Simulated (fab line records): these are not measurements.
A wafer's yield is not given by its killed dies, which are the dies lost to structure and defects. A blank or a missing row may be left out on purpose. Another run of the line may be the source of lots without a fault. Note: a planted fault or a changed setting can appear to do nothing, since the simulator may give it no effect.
Tool commonality check | flow nand-harc | 13 lots, 38 wafers sampled

WHAT PROMPTED THE OPENING
On 1 of the 13 lots, a flag is raised at NHARC_A_ONON_D2_THK_MEAS_02 on the reading thk-nm. Wafers without a fault read 998 nm, standard deviation 8.6.
Rule: a lot is flagged in two cases, either no wafer of it has a number, or all its wafers with numbers fall more than 4 standard deviations from that mean. As for the other lots, they are considered sound.

lot  | measured     | on            | thk-nm (nm), wafer by wafer | flag
L215 | day 12 17:31 | film-metro-02 | 1003 1002 1001              |
L216 | day 13 05:32 | film-metro-02 | 1007 1005 1005              |
L218 | day 13 18:34 | film-metro-02 | 999 999 1000                |
L217 | day 13 18:34 | film-metro-01 | 1002 1001 1002              |
L220 | day 14 07:33 | film-metro-01 | 1013 1012 1012              |
L221 | day 14 22:07 | film-metro-01 | 995 995 994                 |
L222 | day 15 16:55 | film-metro-02 | 986 985 985                 |
L223 | day 16 00:17 | film-metro-01 | 681 681                     | FLAGGED
L233 | day 20 01:28 | film-metro-01 | 1016 1019 1017              |
L235 | day 21 03:55 | film-metro-01 | 996 999 998                 |
L236 | day 21 03:55 | film-metro-01 | 987 988 989                 |
L238 | day 22 01:14 | film-metro-01 | 1010 1008 1007              |
L237 | day 22 01:16 | film-metro-01 | 997 998 997                 |
The numbers of the flagged lots are 681 nm on average: -317 nm against the usual, or -37 standard deviations.

WHICH TOOL EACH LOT WENT THROUGH
The record holds 2 process steps before the reading, out of a route of 1302 steps. Each cell gives the tool, then ch followed by the chambers the sampled wafers passed through, then the start.
lot  | flag    | NHARC_A_CHANNEL_FILL_D1_ALD_14   | NHARC_A_ONON_D2_DEP_00
L215 |         | ald-hk-04 ch 0,1, day 9 12:55    | pecvd-onon-02 ch 0, day 12 17:00
L216 |         | ald-hk-02 ch 0,1,2, day 10 02:04 | pecvd-onon-02 ch 0, day 13 05:01
L218 |         | ald-hk-04 ch 0,2,3, day 10 09:08 | pecvd-onon-03 ch 0, day 13 18:04
L217 |         | ald-hk-04 ch 1,2,3, day 10 05:36 | pecvd-onon-02 ch 0, day 13 18:10
L220 |         | ald-hk-04 ch 0,2, day 10 21:31   | pecvd-onon-02 ch 0, day 14 07:02
L221 |         | ald-hk-04 ch 0,1,2, day 11 10:07 | pecvd-onon-01 ch 0, day 14 21:40
L222 |         | ald-hk-02 ch 0,1,2, day 12 12:34 | pecvd-onon-02 ch 0, day 15 16:31
L223 | FLAGGED | ald-hk-04 ch 0, day 12 16:32     | pecvd-onon-02 ch 0, day 15 23:46
L233 |         | ald-hk-02 ch 0,2, day 16 13:39   | pecvd-onon-02 ch 0, day 20 01:05
L235 |         | ald-hk-02 ch 2,3, day 17 23:43   | pecvd-onon-01 ch 0, day 21 03:34
L236 |         | ald-hk-04 ch 0,1,2, day 17 23:41 | pecvd-onon-02 ch 0, day 21 03:24
L238 |         | ald-hk-04 ch 0,1,2, day 18 17:14 | pecvd-onon-02 ch 0, day 22 00:53
L237 |         | ald-hk-02 ch 0,3, day 18 17:08   | pecvd-onon-03 ch 0, day 22 00:50
These steps, and what they do:
- NHARC_A_CHANNEL_FILL_D1_ALD_14: deposits SiO2, target thk 2.5 nm, pulse time 10 s, ald cycles 25.
- NHARC_A_ONON_D2_DEP_00: target thk 1000 nm.
- NHARC_A_ONON_D2_THK_MEAS_02: measures by ellipsometry.

FLAGGED AGAINST TOTAL, ONE TOOL AT A TIME (gauges that did the reading follow at the end)
step                           | tool          | lots run | flagged | share of the flagged lots | sound lots run after its first flagged lot
NHARC_A_CHANNEL_FILL_D1_ALD_14 | ald-hk-02     | 5        | 0       | none                      | -
NHARC_A_CHANNEL_FILL_D1_ALD_14 | ald-hk-04     | 8        | 1       | all                       | 2 (L236,L238)
NHARC_A_ONON_D2_DEP_00         | pecvd-onon-01 | 2        | 0       | none                      | -
NHARC_A_ONON_D2_DEP_00         | pecvd-onon-02 | 9        | 1       | all                       | 3 (L233,L236,L238)
NHARC_A_ONON_D2_DEP_00         | pecvd-onon-03 | 2        | 0       | none                      | -
NHARC_A_ONON_D2_THK_MEAS_02    | film-metro-01 | 9        | 1       | all                       | 5 (L233,L235,L236,L238,L237)
NHARC_A_ONON_D2_THK_MEAS_02    | film-metro-02 | 4        | 0       | none                      | -

WHAT THE TABLE ALLOWS
In the table, 3 rows ran each flagged lot (ald-hk-04 at NHARC_A_CHANNEL_FILL_D1_ALD_14; pecvd-onon-02 at NHARC_A_ONON_D2_DEP_00; film-metro-01 at NHARC_A_ONON_D2_THK_MEAS_02).
- ald-hk-04 at NHARC_A_CHANNEL_FILL_D1_ALD_14: 1 of its 8 lots flagged. Lots that were sound ran on it after the first flagged one (L236, L238); a persistent fault on the entire tool would not allow that.
- pecvd-onon-02 at NHARC_A_ONON_D2_DEP_00: 1 of its 9 lots flagged. Lots that were sound ran on it after the first flagged one (L233, L236, L238); a persistent fault on the entire tool would not allow that.
- film-metro-01 at NHARC_A_ONON_D2_THK_MEAS_02: 1 of its 9 lots flagged. Lots that were sound ran on it after the first flagged one (L233, L235, L236, L238, L237); a persistent fault on the entire tool would not allow that.
There is no row in the table that ran each flagged lot and no sound lot after the first.

WHAT WAS PUT IN BY THE SIMULATOR
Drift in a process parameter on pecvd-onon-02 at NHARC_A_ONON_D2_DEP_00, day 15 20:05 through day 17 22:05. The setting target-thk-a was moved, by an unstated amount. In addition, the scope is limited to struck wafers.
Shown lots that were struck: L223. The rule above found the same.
